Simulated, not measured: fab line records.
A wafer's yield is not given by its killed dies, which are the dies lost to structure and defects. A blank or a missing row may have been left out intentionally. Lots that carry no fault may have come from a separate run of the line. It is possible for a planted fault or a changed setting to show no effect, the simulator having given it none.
Chamber matching :: flow n5_finfet :: rie_diel-06 running N5_BEOL_M5_ETCH_75: 3 sister chambers
The step etches underlayer in N2/H2, target depth 6.5 nm, time 5.2 s. 3 wafers are shown with their chamber, then 6 later ones without.

## WAFERS WITH THEIR CHAMBER
wafer: L086.3
chamber: 2
showerhead_plenum_p_Torr (Torr): 2.65

wafer: L087.1
chamber: 3
showerhead_plenum_p_Torr (Torr): 2.46

wafer: L087.3
chamber: 0
showerhead_plenum_p_Torr (Torr): 2.58

## WAFERS WITH NO CHAMBER GIVEN
wafer: L087.6
showerhead_plenum_p_Torr (Torr): 2.64

wafer: L090.1
showerhead_plenum_p_Torr (Torr): 2.58

wafer: L090.4
showerhead_plenum_p_Torr (Torr): 2.65

wafer: L090.5
showerhead_plenum_p_Torr (Torr): 2.58

wafer: L096.2
showerhead_plenum_p_Torr (Torr): 2.57

wafer: L096.4
showerhead_plenum_p_Torr (Torr): 2.46

## EACH ONE'S CHAMBER
wafer: L087.6
from the rows above: 2
in truth: 2

wafer: L090.1
from the rows above: 0
in truth: 0

wafer: L090.4
from the rows above: 2
in truth: 2

wafer: L090.5
from the rows above: 0
in truth: 0

wafer: L096.2
from the rows above: 0
in truth: 0

wafer: L096.4
from the rows above: 3
in truth: 3
Correct placement for 6 of the 6. From these rows, 0 cannot be placed. Wrongly placed: 0.
How it was worked out, from the rows above alone: a wafer's distance from a chamber is the root of the sum, over the readings, of the square of ((its reading less the chamber's mean) divided by the reading's scatter). The wafer belongs to the nearest chamber; if the next one is less than 2 further off, it can't be placed. For every chamber, the mean is computed from those of its wafers that are shown. The scatter (one wafer shown for each chamber): square how far every hidden wafer sits from the nearest shown wafer, average those squares and take the square root.
